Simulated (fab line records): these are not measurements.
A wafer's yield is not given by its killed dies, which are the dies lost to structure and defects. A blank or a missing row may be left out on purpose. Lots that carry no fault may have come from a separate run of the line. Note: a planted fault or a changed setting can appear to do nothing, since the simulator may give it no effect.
Split-lot study | flow n5_finfet | 21 wafers read from 7 lots, route of 1938 steps

ON THE SPLIT
At N5_BEOL_M15_COAT_60 (time 60 s, resist thk 89 nm), the setting spin_rpm was moved away from the recipe's 1500 rpm on 7 of the 21 wafers read, by -5.2% to +9.7%. The other wafers ran this setting at the recipe's value.

There is no step in the file separating the split from the reading.

THE READING
etch.depth_nm (the simulator's own value, which no gauge read), in nm, at N5_BEOL_M15_ETCH_61 (etches BARC in N2/H2, target depth 89 nm, overetch 26.7 nm, time 67.9 s). No usual value for it is given in the file. Average 89.10 nm, standard deviation 0.4 nm, over the 14 wafers here run with the recipe.

wafer  | tool, chamber at the split | spin_rpm as run, rpm | against the recipe | etch.depth_nm, nm | against lot-mates on the recipe
L074.3 | litho_track-05, 0          | 1500                 | recipe             | 89.37             | -
L074.4 | litho_track-05, 0          | 1429                 | -4.7%              | 91.66             | +2.29
L074.6 | litho_track-05, 0          | 1429                 | -4.7%              | 91.69             | +2.32
L076.3 | litho_track-03, 0          | 1500                 | recipe             | 88.81             | -
L076.4 | litho_track-03, 0          | 1500                 | recipe             | 88.44             | -
L076.6 | litho_track-03, 0          | 1500                 | recipe             | 88.64             | -
L081.2 | litho_track-02, 0          | 1500                 | recipe             | 89.09             | -
L081.3 | litho_track-02, 0          | 1422                 | -5.2%              | 91.91             | +2.82
L081.4 | litho_track-02, 0          | 1422                 | -5.2%              | 91.81             | +2.72
L084.3 | litho_track-03, 0          | 1500                 | recipe             | 89.24             | -
L084.4 | litho_track-03, 0          | 1547                 | +3.1%              | 88.06             | -1.33
L084.5 | litho_track-03, 0          | 1500                 | recipe             | 89.54             | -
L094.4 | litho_track-03, 0          | 1646                 | +9.7%              | 85.28             | -4.31
L094.5 | litho_track-03, 0          | 1646                 | +9.7%              | 84.86             | -4.73
L094.6 | litho_track-03, 0          | 1500                 | recipe             | 89.59             | -
L096.4 | litho_track-05, 0          | 1500                 | recipe             | 89.35             | -
L096.5 | litho_track-05, 0          | 1500                 | recipe             | 89.53             | -
L096.6 | litho_track-05, 0          | 1500                 | recipe             | 89.61             | -
L095.1 | litho_track-02, 0          | 1500                 | recipe             | 88.8              | -
L095.4 | litho_track-02, 0          | 1500                 | recipe             | 88.73             | -
L095.5 | litho_track-02, 0          | 1500                 | recipe             | 88.66             | -

THE FIT
A straight line over all 21 wafers: etch.depth_nm changes by -0.453 nm for each +1% of spin_rpm; r = -0.98; the points scatter about the line by 0.4 nm.
The same after taking each lot's own level away (the mean of its wafers on the recipe; 21 wafers): -0.479 nm for each +1%; r = -1.00; scatter 0.15 nm.
According to that fit, moving spin_rpm by its largest amount changes the reading by 4.7 nm.
The span of the lots' own levels, 88.630 to 89.590 nm, comes to 2.4 times the standard deviation stated above.
Hence the lot-to-lot level has little effect on the slope; both slopes agree.
Check: for one of the wafers moved furthest among these (+9.7%), held out of the fit, the line's prediction against its lot-mates is -4.78 nm. Against them it came out at -4.31 nm.

OTHER SPLITS APPLIED TO THESE WAFERS
These wafers also went through other splits before the reading. Each is held against what the fit with the lots' levels taken away leaves over:
other split on the same wafers    | wafers away from the commonest value | r with etch.depth_nm (lot level and that fit taken away)
N5_BEOL_M12_TRENCH_ETCH_34 time_s | 7                                    | +0.14
N5_BEOL_M13_SPUTTER_43 time_s     | 9                                    | +0.24
N5_BEOL_M14_ILD_DEP_00 time_s     | 10                                   | +0.34

THE WHOLE CHAIN: every reading that the file lists as answering this split, in the file's order
step                | what it does                                                            | reading                                                                          | change (the file's fit)               | r (the file's)
N5_BEOL_M15_COAT_60 | time 60 s, resist thk 89 nm                                             | BARC_of_BEOL_M15_COAT_60.thk_nm (the simulator's own value, which no gauge read) | -0.485 nm for each +1% of the setting | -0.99
N5_BEOL_M15_ETCH_61 | etches BARC in N2/H2, target depth 89 nm, overetch 26.7 nm, time 67.9 s | etch.depth_nm (the simulator's own value, which no gauge read)                   | -0.477 nm for each +1% of the setting | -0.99

THE FILE'S OWN FIT
etch.depth_nm changes by -0.477 nm for each +1% of spin_rpm, r = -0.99.
